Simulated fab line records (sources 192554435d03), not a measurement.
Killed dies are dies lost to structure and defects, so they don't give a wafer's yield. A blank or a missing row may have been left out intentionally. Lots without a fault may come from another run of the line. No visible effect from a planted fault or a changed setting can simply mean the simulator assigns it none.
fab line records -- flow n5-finfet -- part 1 of 2: steps 1 to 18 of 31
record: lots: 5, wafers: 15, last-day: 19
route steps=1938 shown BEOL_M15@1820 PASS1_DEP@1831 MIM_BOT@1832 MIM_TOP@1834 MIM_TOP_LITHO@1839
lots untouched by any fault: they come from a run of this same line in which no faults occurred
start-h: hours from the record's first day to the start of the lot's first wafer shown -- wait-h: how many hours have passed since the lot's step before this one -- " as in the row above -- L1.1+2: one row covering several wafers at once -- - no value, or no start was given -- * or withheld: withheld -- < > ~ a bound
route shown NAME@n: a module of which the file shows steps, and the number in the route of the first -- usual: mean/standard deviation of fault-free wafers -- same: alike in all rows -- chamber/n: place in a boat -- sites: the reading at each site -- _std_site: standard deviation across them -- _edge_site: outer sites' mean less inner sites' -- radius-mm: how far each site lies from the wafer's centre -- mask NAME#n: copy n -- behind: the most recent tool/chamber to have shaped the wafer -- hold: the reason the lot was held/the length of the hold in hours/how it ended -- device: names the non-switching transistor (n, p or np) -- end of line: tests run on the same wafers once the route is complete -- a step without rows: its recipe alone -- killed: dies lost to structure and defects at the first sort, not the wafer's yield -- map: a wafer's dies, marking killed ones x, the rest . and places with no die _
set.NAME: the setting the step ran with; set.NAME@STEP: the setting that earlier step ran with -- model.NAME: the simulator's own value behind a step, which no gauge read
lots at selected steps of the route; one table per step, one row per wafer
services: when a tool's chamber went out of use (start-h, in hours from the record's first day, below 0 if earlier), for how many hours, and the reason
== steps ==
step: N5_BEOL_M15_SPUTTER_44
recipe: material: Ta, target-thk-a: 150, temp-c: 50, bias-v: 80, power-w: 15000, chamber-pressure-pa: 0.07, time-s: 24.19
usual: chamber-pressure-pa: 0.07001/0.00013, throttle-valve-pct: 30.4/0.91
lot.wafer,tool,chamber,start-h,wait-h,chamber-pressure-pa,throttle-valve-pct
L077.1,pvd-sputter-03,-,306.64,0.0,0.06991,29.9
L077.4,pvd-sputter-03,-,306.64,0.0,0.06984,31.7
L077.5,pvd-sputter-03,-,306.64,0.0,0.06985,31.6
L081.1,pvd-sputter-03,-,323.09,0.0,0.07003,29.7
L081.2,pvd-sputter-03,-,323.09,0.0,0.07007,30.2
L081.4,pvd-sputter-03,-,323.09,0.0,0.06983,31.5
L088.1,pvd-sputter-03,-,391.26,0.0,0.06995,31.3
L088.5,pvd-sputter-03,-,391.26,0.0,0.06985,31.7
L088.6,pvd-sputter-03,-,391.26,0.0,0.07004,31.3
L092.2,pvd-sputter-03,-,411.81,0.0,0.06985,29.8
L092.4,pvd-sputter-03,-,411.81,0.0,0.07008,31.3
L092.6,pvd-sputter-03,-,411.81,0.0,0.07003,30.1
L095.2,pvd-sputter-02,-,428.18,0.0,0.07008,29.9
L095.3,pvd-sputter-02,-,428.18,0.0,0.06992,29.7
L095.6,pvd-sputter-02,-,428.18,0.0,0.06983,30.2
step: N5_BEOL_M15_SPUTTER_45
recipe: material: Cu, target-thk-a: 1000, temp-c: -20, bias-v: 60, power-w: 26000, chamber-pressure-pa: 0.13, time-s: 16.67
usual: chamber-pressure-pa: 0.12999/0.00025, throttle-valve-pct: 30.4/0.91
lot.wafer,tool,chamber,start-h,wait-h,chamber-pressure-pa,throttle-valve-pct
L077.1,pvd-sputter-03,-,306.72,0.0,0.12968,30.2
L077.4,pvd-sputter-03,-,306.72,0.0,0.13,31.7
L077.5,pvd-sputter-03,-,306.72,0.0,0.13021,31.7
L081.1,pvd-sputter-03,-,323.17,0.0,0.13018,29.6
L081.2,pvd-sputter-03,-,323.17,0.0,0.13026,30.2
L081.4,pvd-sputter-03,-,323.17,0.0,0.12956,31.1
L088.1,pvd-sputter-03,-,391.34,0.0,0.13022,31.1
L088.5,pvd-sputter-03,-,391.34,0.0,0.12998,31.5
L088.6,pvd-sputter-03,-,391.34,0.0,0.12997,31.0
L092.2,pvd-sputter-03,-,411.89,0.0,0.12994,29.7
L092.4,pvd-sputter-03,-,411.89,0.0,0.13082,31.1
L092.6,pvd-sputter-03,-,411.89,0.0,0.13007,29.9
L095.2,pvd-sputter-02,-,428.26,0.0,0.12996,30.0
L095.3,pvd-sputter-02,-,428.26,0.0,0.12993,29.7
L095.6,pvd-sputter-02,-,428.26,0.0,0.12982,30.4
step: N5_BEOL_M15_ECD_47
recipe: material: Cu, target-thk-a: 18600
lot.wafer,tool,chamber,start-h,wait-h
L077.1+4+5,ecd-cu-01,"1,0,1",306.84,0.1
L081.1+2+4,ecd-cu-01,"0,1,1",323.29,0.1
L088.1+5+6,ecd-cu-01,"1,1,0",391.52,0.1
L092.2+4+6,ecd-cu-02,"0,1,0",412.00,0.1
L095.2+3+6,ecd-cu-02,"0,1,0",428.38,0.1
step: N5_BEOL_M15_ANNEAL_48
recipe: temp-c: 225, time-s: 90, ambient: N2
usual: wafer_temp_C_max: 225.87/0.27
lot.wafer,tool,chamber,start-h,wait-h,wafer_temp_C_max
L077.1,rtp-anneal-01,0,309.66,2.7,225.80
L077.4,rtp-anneal-01,0,309.66,2.7,225.74
L077.5,rtp-anneal-01,0,309.66,2.7,225.98
L081.1,rtp-anneal-02,0,323.53,0.2,226.30
L081.2,rtp-anneal-02,0,323.53,0.2,226.44
L081.4,rtp-anneal-02,0,323.53,0.2,226.25
L088.1,rtp-anneal-01,0,391.90,0.3,225.70
L088.5,rtp-anneal-01,0,391.90,0.3,225.63
L088.6,rtp-anneal-01,0,391.90,0.3,225.66
L092.2,rtp-anneal-01,0,412.29,0.2,226.11
L092.4,rtp-anneal-01,0,412.29,0.2,225.71
L092.6,rtp-anneal-01,0,412.29,0.2,225.79
L095.2,rtp-anneal-01,0,428.67,0.2,225.71
L095.3,rtp-anneal-01,0,428.67,0.2,225.85
L095.6,rtp-anneal-01,0,428.67,0.2,225.71
step: N5_BEOL_M15_CMP_49
recipe: stop-on: SiO2, t-overpolish-s: 4.9, down-force-psi: 2, platen-rpm: 80, clearing-platen-down-force-psi: 2, clearing-platen-rpm: 80, post-cmp-clean: cu-alkaline, target-thk-nm: 850, clearing-platen-pad-velocity-m-s: 1.5917, pad-velocity-m-s: 1.5917
usual: barrier-field-endpoint-s: 11.41/0.25, clearing-platen-rpm: 80.00/0.042, motor-current-A: 8.0/1, overpolish-run-s: 4.900/0.0087
lot.wafer,tool,chamber,start-h,wait-h,barrier-field-endpoint-s,clearing-platen-rpm,motor-current-A,overpolish-run-s
L077.4,cmp-04,1,309.95,0.1,11.51,79.98,9.7,4.883
L077.1,cmp-04,3,309.95,0.1,11.19,79.98,7.9,4.905
L077.5,cmp-04,1,309.95,0.1,11.37,79.91,9.3,4.904
L081.4,cmp-04,0,323.88,0.2,11.36,80.01,6.7,4.913
L081.1,cmp-04,1,323.88,0.2,11.42,80.09,9.5,4.911
L081.2,cmp-04,2,323.88,0.2,11.68,79.97,8.2,4.892
L088.1,cmp-01,2,392.25,0.3,11.32,80.01,6.9,4.902
L088.5,cmp-01,1,392.25,0.3,11.28,79.95,6.7,4.898
L088.6,cmp-01,2,392.25,0.3,11.68,80.00,6.6,4.901
L092.2,cmp-02,2,412.58,0.2,11.41,80.05,7.7,4.892
L092.4,cmp-02,0,412.58,0.2,11.53,80.02,8.6,4.890
L092.6,cmp-02,2,412.58,0.2,11.56,80.02,7.8,4.911
L095.3,cmp-04,0,428.97,0.2,11.06,79.95,6.4,4.905
L095.2,cmp-04,1,428.97,0.2,11.33,80.00,9.2,4.897
L095.6,cmp-04,0,428.97,0.2,11.27,79.99,6.9,4.909
step: N5_BEOL_M15_THK_MEAS_50
recipe: thk-meas-gauge: xrf, reads: Cu_of_BEOL_M15_ECD_47
usual: M15_THK: 838/19
lot.wafer,tool,chamber,start-h,wait-h,M15_THK[nm]
L077.1,film-metro-02,-,310.25,-,839
L077.4,film-metro-02,-,310.25,-,840
L077.5,film-metro-02,-,310.25,-,860
L081.1,film-metro-02,-,324.14,-,865
L081.2,film-metro-02,-,324.14,-,820
L081.4,film-metro-02,-,324.14,-,814
L088.1,film-metro-02,-,392.51,-,816
L088.5,film-metro-02,-,392.51,-,821
L088.6,film-metro-02,-,392.51,-,834
L092.2,film-metro-02,-,412.84,-,838
L092.4,film-metro-02,-,412.84,-,867
L092.6,film-metro-02,-,412.84,-,858
L095.2,film-metro-02,-,429.23,-,877
L095.3,film-metro-02,-,429.23,-,837
L095.6,film-metro-02,-,429.23,-,832
step: N5_BEOL_M15_PRE_CLEAN_52
recipe: gas: NH3, time-s: 15, temp-c: withheld, rf-power-w: 300
lot.wafer,tool,chamber,start-h,wait-h
L077.1+4+5,pecvd-01,"1,0,2",310.29,0.0
L081.1+2+4,pecvd-02,"2,0,0",324.18,0.0
L088.1+5+6,pecvd-02,"1,2,1",392.55,0.0
L092.2+4+6,pecvd-02,1,412.88,0.0
L095.2+3+6,pecvd-01,"0,2,1",429.26,0.0
step: N5_BEOL_M15_DEP_53
recipe: material: SiCN, target-thk-a: 500, temp-c: withheld, precursor: 3MS/NH3, pressure-torr: 3, rf-w: 675, time-s: 17.8
usual: showerhead-plenum-p-Torr: 4.166/0.023, throttle-valve-pct: 18.3/0.82
lot.wafer,tool,chamber,start-h,wait-h,showerhead-plenum-p-Torr,throttle-valve-pct
L077.1,pecvd-01,1,310.32,0.0,4.172,18.4
L077.4,pecvd-01,0,310.32,0.0,4.178,18.9
L077.5,pecvd-01,2,310.32,0.0,4.190,16.6
L081.1,pecvd-02,2,324.20,0.0,4.151,18.1
L081.2,pecvd-02,0,324.20,0.0,4.120,19.2
L081.4,pecvd-02,0,324.20,0.0,4.107,18.9
L088.1,pecvd-02,1,392.59,0.0,4.157,19.1
L088.5,pecvd-02,2,392.59,0.0,4.145,18.2
L088.6,pecvd-02,1,392.59,0.0,4.156,19.3
L092.2,pecvd-02,1,412.91,0.0,4.159,19.5
L092.4,pecvd-02,1,412.91,0.0,4.160,19.2
L092.6,pecvd-02,1,412.91,0.0,4.167,19.5
L095.2,pecvd-01,0,429.29,0.0,4.178,19.0
L095.3,pecvd-01,2,429.29,0.0,4.189,17.1
L095.6,pecvd-01,1,429.29,0.0,4.174,18.2
step: N5_BEOL_M15_RS_MEAS_54
recipe: thk-meas-gauge: four-point-probe, reads: Cu_of_BEOL_M15_ECD_47+Ta_of_BEOL_M15_SPUTTER_44+TaN_of_BEOL_M15_SPUTTER_43
usual: M15_RS: 0.0218/0.00046
lot.wafer,tool,chamber,start-h,wait-h,M15_RS[ohm/sq]
L077.1,film-metro-01,-,310.38,0.0,0.0220
L077.4,film-metro-01,-,310.38,0.0,0.0218
L077.5,film-metro-01,-,310.38,0.0,0.0214
L081.1,film-metro-01,-,324.27,0.0,0.0213
L081.2,film-metro-01,-,324.27,0.0,0.0223
L081.4,film-metro-01,-,324.27,0.0,0.0226
L088.1,film-metro-02,-,392.67,0.1,0.0224
L088.5,film-metro-02,-,392.67,0.1,0.0223
L088.6,film-metro-02,-,392.67,0.1,0.0219
L092.2,film-metro-02,-,413.00,0.1,0.0219
L092.4,film-metro-02,-,413.00,0.1,0.0213
L092.6,film-metro-02,-,413.00,0.1,0.0215
L095.2,film-metro-02,-,429.36,0.1,0.0207
L095.3,film-metro-02,-,429.36,0.1,0.0219
L095.6,film-metro-02,-,429.36,0.1,0.0219
step: N5_BEOL_M15_INSPECT_55
recipe: inspect-instrument: darkfield, mode: post-dep
usual: raw-defect-count: 78/24
lot.wafer,tool,chamber,start-h,wait-h,raw-defect-count
L077.1,defect-inspect-01,-,310.41,0.0,87
L077.4,defect-inspect-01,-,310.41,0.0,116
L077.5,defect-inspect-01,-,310.41,0.0,69
L081.1,defect-inspect-01,-,324.29,0.0,171
L081.2,defect-inspect-01,-,324.29,0.0,104
L081.4,defect-inspect-01,-,324.29,0.0,94
L088.1,defect-inspect-01,-,392.70,0.0,70
L088.5,defect-inspect-01,-,392.70,0.0,45
L088.6,defect-inspect-01,-,392.70,0.0,48
L092.2,defect-inspect-02,-,413.02,0.0,74
L092.4,defect-inspect-02,-,413.02,0.0,78
L092.6,defect-inspect-02,-,413.02,0.0,124
L095.2,defect-inspect-01,-,429.38,0.0,66
L095.3,defect-inspect-01,-,429.38,0.0,94
L095.6,defect-inspect-01,-,429.38,0.0,106
step: N5_BEOL_M15_RC_MEAS_101
usual: COMB_M10: 1.48e-11/2.7e-12, COMB_M11: 1.44e-11/3e-12, COMB_M12: 6.4e-12/1.3e-12, COMB_M13: 4.9e-12/1e-12, COMB_M14: 3.7e-12/8.1e-13, COMB_M15: 2.5e-12/5.1e-13, COMB_M5: 3.8e-11/8.2e-12, COMB_M6: 2.5e-11/5.2e-12, COMB_M7: 2.6e-11/5.5e-12, COMB_M8: 2.5e-11/5.2e-12, COMB_M9: 1.45e-11/2.7e-12, SERP_M10: 3.07/0.1, SERP_M11: 3.09/0.091, SERP_M12: 0.637/0.019, SERP_M13: 0.312/0.0058, SERP_M14: 0.163/0.0052, SERP_M5: 38.5/1.7, SERP_M6: 14.2/0.56, SERP_M7: 13.9/0.67, SERP_M8: 14.1/0.8, SERP_M9: 3.07/0.079
lot.wafer,tool,chamber,start-h,wait-h,COMB_M10[S/m],COMB_M11[S/m],COMB_M12[S/m],COMB_M13[S/m],COMB_M14[S/m],COMB_M15[S/m],COMB_M5[S/m],COMB_M6[S/m],COMB_M7[S/m],COMB_M8[S/m],COMB_M9[S/m],SERP_M10[ohm/um],SERP_M11[ohm/um],SERP_M12[ohm/um],SERP_M13[ohm/um],SERP_M14[ohm/um],SERP_M5[ohm/um],SERP_M6[ohm/um],SERP_M7[ohm/um],SERP_M8[ohm/um],SERP_M9[ohm/um]
L077.1,prober-02,0,310.43,0.0,1.27e-11,1.44e-11,5.1e-12,3.8e-12,3e-12,1.8e-12,4.8e-11,2.5e-11,3.2e-11,3e-11,1.27e-11,3.10,2.95,0.671,0.307,0.173,40.8,13.7,13.9,15.7,3.11
L077.4,prober-02,0,310.43,0.0,9.7e-12,9.8e-12,3.4e-12,5.7e-12,2.5e-12,2.2e-12,2.8e-11,2.4e-11,2.8e-11,3.4e-11,1.24e-11,3.04,2.97,0.648,0.317,0.164,42.3,14.2,14.1,14.4,3.04
L077.5,prober-02,0,310.43,0.0,1.28e-11,1.56e-11,4.6e-12,5.3e-12,3.6e-12,2.4e-12,2.6e-11,3.1e-11,3.3e-11,3.7e-11,9.8e-12,3.14,3.00,0.641,0.313,0.174,38.2,14.1,13.6,16.0,3.13
L081.1,prober-01,0,324.32,0.0,1.21e-11,1.82e-11,5.3e-12,6.1e-12,5.3e-12,2.1e-12,4e-11,3.2e-11,2.3e-11,2.7e-11,1.54e-11,2.93,3.23,0.627,0.302,0.153,39.8,13.3,13.0,13.7,3.13
L081.2,prober-01,0,324.32,0.0,1.86e-11,1.15e-11,6.2e-12,5.6e-12,3.5e-12,2e-12,2.9e-11,3.5e-11,2.6e-11,2.6e-11,1.55e-11,3.11,3.12,0.607,0.305,0.154,37.9,14.9,14.0,13.6,2.93
L081.4,prober-01,0,324.32,0.0,1.29e-11,1.86e-11,5e-12,7.6e-12,3.7e-12,3e-12,4e-11,2.5e-11,3e-11,2.7e-11,1.83e-11,2.98,3.15,0.634,0.309,0.155,40.4,14.9,13.9,13.9,3.08
L088.1,prober-01,0,392.72,0.0,1.33e-11,1.29e-11,7e-12,5e-12,4.5e-12,2.4e-12,3.9e-11,2.2e-11,2e-11,2.6e-11,1.69e-11,3.20,2.99,0.632,0.314,0.162,38.2,13.4,13.7,13.5,3.01
L088.5,prober-01,0,392.72,0.0,1.84e-11,1.58e-11,6.3e-12,4.5e-12,3.5e-12,2.6e-12,3e-11,2.9e-11,2.9e-11,3.2e-11,1.65e-11,3.16,3.09,0.616,0.297,0.159,37.6,13.8,13.2,14.3,3.16
L088.6,prober-01,0,392.72,0.0,1.2e-11,1.55e-11,7.1e-12,5.3e-12,5.6e-12,3.4e-12,3.7e-11,1.9e-11,2.3e-11,2.8e-11,2.07e-11,3.13,2.97,0.616,0.314,0.165,38.2,13.8,13.7,14.2,3.00
L092.2,prober-01,0,413.20,0.2,2.08e-11,1.79e-11,7.2e-12,5.3e-12,2.8e-12,2.1e-12,2.3e-11,2.4e-11,2e-11,3.1e-11,1.2e-11,2.90,3.07,0.644,0.312,0.164,39.9,14.2,13.7,13.6,3.10
L092.4,prober-01,0,413.20,0.2,1.57e-11,1.38e-11,5.5e-12,3.2e-12,2.8e-12,3.5e-12,2.7e-11,2.2e-11,2.8e-11,2.3e-11,1.78e-11,3.02,3.04,0.652,0.320,0.166,37.2,14.8,13.5,12.5,3.01
L092.6,prober-01,0,413.20,0.2,1.69e-11,1.93e-11,5.8e-12,6e-12,2.1e-12,3.8e-12,3.2e-11,3e-11,2.2e-11,3.3e-11,1.31e-11,2.97,3.03,0.631,0.312,0.170,37.5,13.9,13.6,13.1,3.04
L095.2,prober-01,0,429.56,0.2,1.65e-11,1.54e-11,4.6e-12,4.8e-12,3.7e-12,2.1e-12,2.9e-11,2.8e-11,2.9e-11,2.4e-11,1.71e-11,3.13,3.16,0.614,0.316,0.158,38.1,15.4,13.2,14.9,3.19
L095.3,prober-01,0,429.56,0.2,1.58e-11,1.68e-11,7.3e-12,4.6e-12,3.4e-12,2.1e-12,4e-11,2.1e-11,2.6e-11,3e-11,1.3e-11,3.12,3.27,0.619,0.321,0.157,38.1,14.6,13.3,14.1,3.12
L095.6,prober-01,0,429.56,0.2,1.14e-11,1.26e-11,6.4e-12,6.3e-12,3.8e-12,2.6e-12,3.6e-11,2.5e-11,2.2e-11,2.3e-11,1.63e-11,2.89,3.16,0.605,0.317,0.161,38.6,14.5,12.9,13.3,3.09
step: N5_PASSIVATION_PECVD_00
recipe: material: SiO2, target-thk-a: 2000, temp-c: 400, precursor: SiH4/N2O, pressure-torr: 2.7, rf-w: 608, time-s: 11.2
usual: heater-power-w: 647/83, showerhead-plenum-p-Torr: 8.16/0.083, throttle-valve-pct: 52.3/2.1
lot.wafer,tool,chamber,start-h,wait-h,heater-power-w,showerhead-plenum-p-Torr,throttle-valve-pct
L077.1,pecvd-03,2,311.40,0.8,580,8.14,50.1
L077.4,pecvd-03,2,311.40,0.8,595,8.15,50.2
L077.5,pecvd-03,2,311.40,0.8,597,8.13,50.0
L081.1,pecvd-01,1,325.28,0.8,686,8.23,52.2
L081.2,pecvd-01,2,325.28,0.8,735,8.30,47.4
L081.4,pecvd-01,2,325.28,0.8,745,8.32,47.6
L088.1,pecvd-02,1,393.68,0.8,627,8.16,55.5
L088.5,pecvd-02,2,393.68,0.8,636,8.11,51.6
L088.6,pecvd-02,1,393.68,0.8,630,8.17,55.7
L092.2,pecvd-02,2,414.02,0.7,620,8.10,51.7
L092.4,pecvd-02,1,414.02,0.7,677,8.19,55.9
L092.6,pecvd-02,1,414.02,0.7,510,8.18,55.6
L095.2,pecvd-01,1,430.37,0.7,675,8.21,52.4
L095.3,pecvd-01,0,430.37,0.7,857,8.30,54.7
L095.6,pecvd-01,2,430.37,0.7,700,8.31,48.4
step: N5_MIM_BOT_DEGAS_01
recipe: ambient: vacuum, temp-c: 300, time-s: 60
usual: heater-power-w: 476/47
lot.wafer,tool,chamber,start-h,wait-h,heater-power-w
L077.1,pvd-sputter-03,-,311.80,0.4,513
L077.4,pvd-sputter-03,-,311.80,0.4,438
L077.5,pvd-sputter-03,-,311.80,0.4,516
L081.1,pvd-sputter-01,-,325.63,0.3,476
L081.2,pvd-sputter-01,-,325.63,0.3,483
L081.4,pvd-sputter-01,-,325.63,0.3,409
L088.1,pvd-sputter-03,-,394.32,0.6,389
L088.5,pvd-sputter-03,-,394.32,0.6,543
L088.6,pvd-sputter-03,-,394.32,0.6,516
L092.2,pvd-sputter-03,-,415.68,1.6,530
L092.4,pvd-sputter-03,-,415.68,1.6,532
L092.6,pvd-sputter-03,-,415.68,1.6,517
L095.2,pvd-sputter-01,-,430.89,0.5,455
L095.3,pvd-sputter-01,-,430.89,0.5,501
L095.6,pvd-sputter-01,-,430.89,0.5,475
step: N5_MIM_BOT_SPUTTER_00
recipe: material: TiN, target-thk-a: 350, temp-c: 200, power-w: 3000, chamber-pressure-pa: 0.49996, gas: Ar, reactive-partial-pa: 0.37997, time-s: 89.7
usual: chamber-pressure-pa: 0.4999/0.001, throttle-valve-pct: 30.1/0.98
lot.wafer,tool,chamber,start-h,wait-h,chamber-pressure-pa,throttle-valve-pct
L077.1,pvd-sputter-03,-,311.84,0.0,0.4993,29.8
L077.4,pvd-sputter-03,-,311.84,0.0,0.4985,31.2
L077.5,pvd-sputter-03,-,311.84,0.0,0.4998,29.9
L081.1,pvd-sputter-01,-,325.67,0.0,0.4989,28.1
L081.2,pvd-sputter-01,-,325.67,0.0,0.5010,30.5
L081.4,pvd-sputter-01,-,325.67,0.0,0.5019,30.3
L088.1,pvd-sputter-03,-,394.36,0.0,0.5012,31.6
L088.5,pvd-sputter-03,-,394.36,0.0,0.4993,29.8
L088.6,pvd-sputter-03,-,394.36,0.0,0.5004,30.2
L092.2,pvd-sputter-03,-,415.72,0.0,0.5003,29.9
L092.4,pvd-sputter-03,-,415.72,0.0,0.5007,30.0
L092.6,pvd-sputter-03,-,415.72,0.0,0.4998,29.5
L095.2,pvd-sputter-01,-,430.93,0.0,0.5019,30.1
L095.3,pvd-sputter-01,-,430.93,0.0,0.4997,30.5
L095.6,pvd-sputter-01,-,430.93,0.0,0.4998,28.1
step: N5_MIM_TOP_ALD_00
recipe: material: Al2O3, target-thk-a: *, temp-c: withheld, ald-precursor-family: TMA, ald-co-reactant: O3, pulse-time-s: withheld, purge-time-s: 3, co-reactant-purge-time-s: withheld, co-reactant-pulse-time-s: 3, ald-cycles: withheld
usual: precursor-pulse-height-rel: 1.003/0.018
lot.wafer,tool,chamber,start-h,wait-h,precursor-pulse-height-rel
L077.1,ald-hk-02,1,311.94,0.1,0.992
L077.4,ald-hk-02,3,311.94,0.1,1.000
L077.5,ald-hk-02,3,311.94,0.1,0.991
L081.1,ald-hk-02,1,325.77,0.1,0.969
L081.2,ald-hk-02,2,325.77,0.1,0.992
L081.4,ald-hk-02,0,325.77,0.1,1.019
L088.1,ald-hk-03,0,394.46,0.1,1.013
L088.5,ald-hk-03,2,394.46,0.1,1.006
L088.6,ald-hk-03,1,394.46,0.1,1.015
L092.2,ald-hk-01,1,415.82,0.1,1.030
L092.4,ald-hk-01,0,415.82,0.1,0.962
L092.6,ald-hk-01,0,415.82,0.1,0.984
L095.2,ald-hk-03,3,431.03,0.1,1.004
L095.3,ald-hk-03,0,431.03,0.1,1.010
L095.6,ald-hk-03,3,431.03,0.1,0.989
step: N5_MIM_TOP_ALD_01
recipe: material: HfO2, target-thk-a: 56, temp-c: withheld, ald-precursor-family: Hf-amide, ald-co-reactant: O3, pulse-time-s: 1, purge-time-s: 3, co-reactant-purge-time-s: 2, co-reactant-pulse-time-s: 3, ald-cycles: 62
usual: precursor-pulse-height-rel: 1.002/0.02
same: purge-time-s: 3
lot.wafer,tool,chamber,start-h,wait-h,precursor-pulse-height-rel
L077.1,ald-hk-02,1,-,-,1.020
L077.4,ald-hk-02,3,-,-,1.029
L077.5,ald-hk-02,3,-,-,1.006
L081.1,ald-hk-02,1,-,-,1.012
L081.2,ald-hk-02,2,-,-,0.991
L081.4,ald-hk-02,0,-,-,1.006
L088.1,ald-hk-03,0,-,-,1.003
L088.5,ald-hk-03,2,-,-,0.976
L088.6,ald-hk-03,1,-,-,0.992
L092.2,ald-hk-01,1,-,-,0.998
L092.4,ald-hk-01,0,-,-,1.007
L092.6,ald-hk-01,0,-,-,1.009
L095.2,ald-hk-03,3,-,-,0.977
L095.3,ald-hk-03,0,-,-,1.013
L095.6,ald-hk-03,3,-,-,1.029
step: N5_MIM_TOP_ALD_02
recipe: material: Al2O3, target-thk-a: *, temp-c: withheld, ald-precursor-family: TMA, ald-co-reactant: O3, pulse-time-s: withheld, purge-time-s: 3, co-reactant-purge-time-s: withheld, co-reactant-pulse-time-s: 3, ald-cycles: withheld
usual: precursor-pulse-height-rel: 0.996/0.021
lot.wafer,tool,chamber,start-h,wait-h,precursor-pulse-height-rel
L077.1,ald-hk-02,1,-,-,0.981
L077.4,ald-hk-02,3,-,-,1.004
L077.5,ald-hk-02,3,-,-,0.960
L081.1,ald-hk-02,1,-,-,0.974
L081.2,ald-hk-02,2,-,-,0.995
L081.4,ald-hk-02,0,-,-,1.001
L088.1,ald-hk-03,0,-,-,1.011
L088.5,ald-hk-03,2,-,-,1.007
L088.6,ald-hk-03,1,-,-,1.014
L092.2,ald-hk-01,1,-,-,0.999
L092.4,ald-hk-01,0,-,-,1.018
L092.6,ald-hk-01,0,-,-,1.022
L095.2,ald-hk-03,3,-,-,1.000
L095.3,ald-hk-03,0,-,-,1.009
L095.6,ald-hk-03,3,-,-,0.996
step: N5_MIM_TOP_DEGAS_04
recipe: ambient: vacuum, temp-c: 300, time-s: 60
usual: heater-power-w: 479/48
lot.wafer,tool,chamber,start-h,wait-h,heater-power-w
L077.1,pvd-sputter-02,-,313.34,-,518
L077.4,pvd-sputter-02,-,313.34,-,486
L077.5,pvd-sputter-02,-,313.34,-,479
L081.1,pvd-sputter-03,-,330.36,-,515
L081.2,pvd-sputter-03,-,330.36,-,392
L081.4,pvd-sputter-03,-,330.36,-,527
L088.1,pvd-sputter-03,-,395.40,-,442
L088.5,pvd-sputter-03,-,395.40,-,403
L088.6,pvd-sputter-03,-,395.40,-,509
L092.2,pvd-sputter-02,-,416.28,-,509
L092.4,pvd-sputter-02,-,416.28,-,430
L092.6,pvd-sputter-02,-,416.28,-,489
L095.2,pvd-sputter-01,-,431.63,-,466
L095.3,pvd-sputter-01,-,431.63,-,402
L095.6,pvd-sputter-01,-,431.63,-,468
